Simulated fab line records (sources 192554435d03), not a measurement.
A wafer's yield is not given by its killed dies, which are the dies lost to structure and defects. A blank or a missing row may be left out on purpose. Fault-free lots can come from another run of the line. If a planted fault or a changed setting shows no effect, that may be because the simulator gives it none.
A lot that was struck, set against a sound lot -- flow n5Finfet -- 16 steps out of a route of 1938
Sound: wafers L473.3, L473.4, L473.6. Wafers struck: L457.3, L457.6. Last of all comes the cause.
Per side, at each step with rows, come the tool, then ch with its chambers, and then its first start. Under that, the readings that differ: sound wafers -- struck wafers -- difference of the means -- sigmas: that difference in standard deviations of wafers without a fault.
alike: same words and numbers on both sides, and readings whose means sit less than 2 such deviations apart. not compared: any withheld reading, any reading some wafer has no value for, any bound like >300 that may hide the same value, and any number with overlapping values for which the record gives no deviation.
Wherever a step has rows on one side only, a row that says differs or no value, or a row with sigmas, the two part there. When numbers do not overlap yet have no deviation, they are printed without sigmas and do not part them. A reading missing from all wafers of one side parts the sides only when that side holds two or more wafers.

first, 12 steps without rows for these wafers: N5_MOL_CONTACT_COAG_DESCUM_45 (chemistry O2, time 7 s); N5_MOL_CONTACT_COAG_ETCH_65 (etches underlayer in N2/H2, target depth 13 nm, time 10.4 s); N5_MOL_CONTACT_COAG_ETCH_66 (etches SiARC in CF4, target depth 13 nm, time 21.7 s); N5_MOL_CONTACT_COAG_ALD_133 (deposits SiO2, target thk 5 nm, pulse time 1 s, co reactant pulse time 1 s); N5_MOL_CONTACT_COAG_ETCHBACK_134 (etches SiO2 in CHF3, target depth 10 nm, time 6.7 s); N5_MOL_CONTACT_COAG_ETCH_67 (etches SOC in N2/H2, target depth 60 nm, overetch 21 nm, time 101.2 s); N5_MOL_CONTACT_COAG_STRIP_68 (strips in N2/H2); N5_MOL_CONTACT_COAG_STRIP_69 (strips in N2/H2); N5_MOL_CONTACT_COAG_ETCHBACK_136 (etches SiO2 in CHF3, target depth 25 nm, time 16.7 s); N5_MOL_CONTACT_COAG_STRIP_120 (strips in CHF3); N5_MOL_CONTACT_COAG_VIA_ETCH_117 (etches SiO2 in C4F6/O2, target depth 40 nm, overetch 8 nm, time 26 s); N5_MOL_CONTACT_COAG_ETCH_124 (etches SiNx in CH3F/O2, stops on SiOC, target depth 6.5 nm).
N5_MOL_CONTACT_COAG_ETCH_48: etches SiOC in C4F6/O2, target depth 15 nm, overetch 4.5 nm, time 17 s.
  sound on rieDiel-06 ch 2,3, day 10 18:32; struck on rieDiel-06 ch 0,3, day 6 18:28
  no value came back on the struck wafers for any of 7 readings (C4F6_flow_sccm (sccm), O2_flow_sccm (sccm) and others); on the sound wafers C4F6_flow_sccm (sccm) reads 9.979 9.957 9.933
reading,sound,struck,difference,sigmas
model.SOC_of_MOL_CONTACT_COAG_COAT_62.thkNm (nm),45.8 45.6 46,48.6 48.6,+2.8,
  not compared: rfHoursCounterH
then, 1 step without rows for these wafers: N5_MOL_CONTACT_COAG_STRIP_72 (strips in N2/H2).
N5_BEOL_M4_RC_MEAS_101:
  the record has rows for the sound wafers here (prober-02 ch 0, day 13 19:11) and none for the struck ones
-- here the record skips 7 days between the struck wafers' starts before and after, leaving off in module BEOL_M4 and picking up in module PASSIVATION (first step shown: number 1936 of the route) --
N5_PASSIVATION_PROBE_49:
  only the struck wafers here have rows in the record (prober-02, day 13 11:24); the sound ones have none

## WHERE THEY PART
At N5_MOL_CONTACT_COAG_ETCH_48 first; at N5_PASSIVATION_PROBE_49 last (within this record only).

WHY: the cause the simulator had injected
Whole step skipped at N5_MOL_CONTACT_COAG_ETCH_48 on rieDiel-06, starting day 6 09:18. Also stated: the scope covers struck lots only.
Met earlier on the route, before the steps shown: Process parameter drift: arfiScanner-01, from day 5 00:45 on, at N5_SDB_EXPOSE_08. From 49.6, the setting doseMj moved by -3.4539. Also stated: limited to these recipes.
